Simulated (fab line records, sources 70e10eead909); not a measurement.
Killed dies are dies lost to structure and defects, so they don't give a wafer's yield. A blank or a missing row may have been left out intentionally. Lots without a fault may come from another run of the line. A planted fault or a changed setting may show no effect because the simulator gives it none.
Struck lot and sound lot, side by side + flow nand_harc + 24 out of 1159 route steps
Sound: the wafers L540.1, L540.3, L540.5. Wafers struck: L550.1, L550.2, L550.6. The cause is named last.
Order at every step that has rows: each side's tool, ch and its chambers, its first start. Under that, the readings that differ: sound wafers + struck wafers + difference of the means + sigmas: that difference in standard deviations of wafers without a fault.
alike: words and numbers the same on both sides, and readings whose means are apart by under 2 such deviations; not compared: readings that were withheld, readings missing a value for some wafer, numbers with overlapping values and no deviation given by the record, and bounds like >300 which may hide the same value.
The two part at a step that has a row with sigmas, a row that says differs or no value, or rows on one side only. Numbers that don't overlap but have no deviation are shown without sigmas and don't part them. Lack of a reading on every wafer of one side parts them only where that side has two or more wafers.

NHARC_P_CONTACT_DEP_00: deposits SiO2, target thk 500 nm.
  sound on pecvd-04 ch 0,1; struck on pecvd-02 ch 1,2
  alike: heater_power_w, throttle_valve_pct
NHARC_P_CONTACT_CMP_01: polishes SiO2, target thk 200 nm.
  sound on cmp-01 ch 0,3, day 5 13:25; struck on cmp-04 ch 0,2,3, day 8 09:24
  alike: motor_current_A, slurry_filter_dp_kPa
then, 9 steps without rows for these wafers: NHARC_P_CONTACT_SRD_03; NHARC_P_CONTACT_DEHYDRATE_04 (time 120 s); NHARC_P_CONTACT_HMDS_05 (time 30 s); NHARC_P_CONTACT_COAT_33 (time 75 s); NHARC_P_CONTACT_COAT_34 (time 65 s); NHARC_P_CONTACT_COAT_06 (resist thk 90 nm); NHARC_P_CONTACT_SOFTBAKE_07 (time 55 s); NHARC_P_CONTACT_EBR_08; NHARC_P_CONTACT_EXPOSE_09 (exposes mask P CA, target cd 90 nm).
NHARC_P_CONTACT_PEB_10: peb time 65 s.
  sound on litho_track-06 ch 0, day 5 14:11; struck on litho_track-01 ch 0, day 8 10:05
| reading                  | sound                | struck            | difference                    | sigmas |
|--------------------------|----------------------|-------------------|-------------------------------|--------|
| heater_power_total_W (W) | 157.1 156.4 156.0    | 172.6 172.6 173.9 | +16.5                         | +40    |
| plate_temp_C (C)         | 100.05 100.12 100.11 | - - -             | no value on the struck wafers |        |
then, 1 step without rows for these wafers: NHARC_P_CONTACT_DEVELOP_11 (develop time 35 s).
NHARC_P_CONTACT_CD_MEAS_12: the cd target is 90 nm.
  sound on cd_sem-01 ch 0, day 5 14:16; struck on cd_sem-01 ch 0, day 8 10:10
| reading    | sound          | struck         | difference | sigmas |
|------------|----------------|----------------|------------|--------|
| cd_nm (nm) | 90.3 90.1 89.5 | 82.5 82.7 84.3 | -6.8       | -12    |
NHARC_P_CONTACT_OVL_MEAS_13:
  sound: overlay-01 at day 5 14:20; struck: overlay-01 at day 8 10:16
| reading           | sound          | struck      | difference | sigmas |
|-------------------|----------------|-------------|------------|--------|
| overlay_x_nm (nm) | -1.1 -1.5 -0.9 | 1.3 1.4 0.7 | +2.3       | +2     |
  alike: overlay_y_nm
NHARC_P_CONTACT_INSPECT_14:
  sound: defect_inspect-02 at day 5 14:23; struck: defect_inspect-01 at day 8 10:18
  alike: raw_defect_count
NHARC_P_CONTACT_DESCUM_17: chemistry O2, time 3 s.
  sound on rie_diel-04 ch 1,2,3, day 5 14:26; struck on rie_diel-04 ch 1,3, day 8 10:22
| reading                    | sound             | struck           | difference | sigmas |
|----------------------------|-------------------|------------------|------------|--------|
| model.P_CONTACT.cd_nm (nm) | 89.82 90.97 89.34 | 82.2 82.92 83.71 | -7.1       |        |
  alike: drypump_motor_current_A, oes_product_au, rf_vpp_V, showerhead_plenum_p_Torr, throttle_valve_pct
  not compared: rf_hours_counter_h
NHARC_P_CONTACT_ETCH_35: etches the open film in CF4, target depth 39 nm, time 65 s.
  sound on rie_diel-04 ch 1,2,3, day 5 14:32; struck on rie_diel-04 ch 0,2, day 8 10:27
  alike: bias_w, drypump_motor_current_A, oes_product_au, rf_vpp_V, showerhead_plenum_p_Torr, throttle_valve_pct
  not compared: rf_hours_counter_h
NHARC_P_CONTACT_ETCH_36: etches the open film in N2/H2, target depth 260 nm, time 406.25 s.
  sound on rie_diel-04 ch 1,3; struck on rie_diel-04 ch 0,3
  alike: bias_w, drypump_motor_current_A, oes_product_au, rf_vpp_V, showerhead_plenum_p_Torr, throttle_valve_pct
  not compared: rf_hours_counter_h
NHARC_P_CONTACT_ETCH_18: etches the open film in C4F8/O2/Ar, target depth 481 nm, time 240.5 s.
  sound on rie_diel-04 ch 1,3; struck on rie_diel-04 ch 0,3
  alike: bias_w, oes_product_au, rf_vpp_V
  not compared: rf_hours_counter_h
then, 1 step without rows for these wafers: NHARC_P_CONTACT_STRIP_37 (strips in C4F8/O2/Ar).
NHARC_P_CONTACT_ETCH_31: etches the open film in CH3F/O2, target depth 30 nm, time 85.7 s.
  sound on rie_diel-04 ch 0,2; struck on rie_diel-04 ch 0,1,3
| reading                    | sound            | struck            | difference | sigmas |
|----------------------------|------------------|-------------------|------------|--------|
| model.P_CONTACT.cd_nm (nm) | 89.4 89.37 86.02 | 81.68 82.83 83.29 | -5.66      |        |
  alike: bias_w, drypump_motor_current_A, oes_product_au, rf_vpp_V, showerhead_plenum_p_Torr, throttle_valve_pct
  not compared: rf_hours_counter_h
NHARC_P_CONTACT_CD_MEAS_19:
  sound: cd_sem-02 at day 5 15:19; struck: cd_sem-01 at day 8 11:14
| reading    | sound          | struck         | difference | sigmas |
|------------|----------------|----------------|------------|--------|
| cd_nm (nm) | 89.1 89.2 86.2 | 81.8 82.7 83.2 | -5.6       | -4     |
-- record jumps: 14 days between struck wafers' starts before vs after; left off in module P_CONTACT, resumes in module END, first step shown is number 1159 of the route --
NHARC_END_SORT_01:
  the record has rows for the struck wafers here (prober-02 ch 0, day 22 11:45) and none for the sound ones

== WHERE THEY PART ==
Earliest at NHARC_P_CONTACT_PEB_10; latest, in this record, at NHARC_END_SORT_01.

WHY: what had been put in by the simulator
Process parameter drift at NHARC_P_CONTACT_PEB_10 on litho_track-01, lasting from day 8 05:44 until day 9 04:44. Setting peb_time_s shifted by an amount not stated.
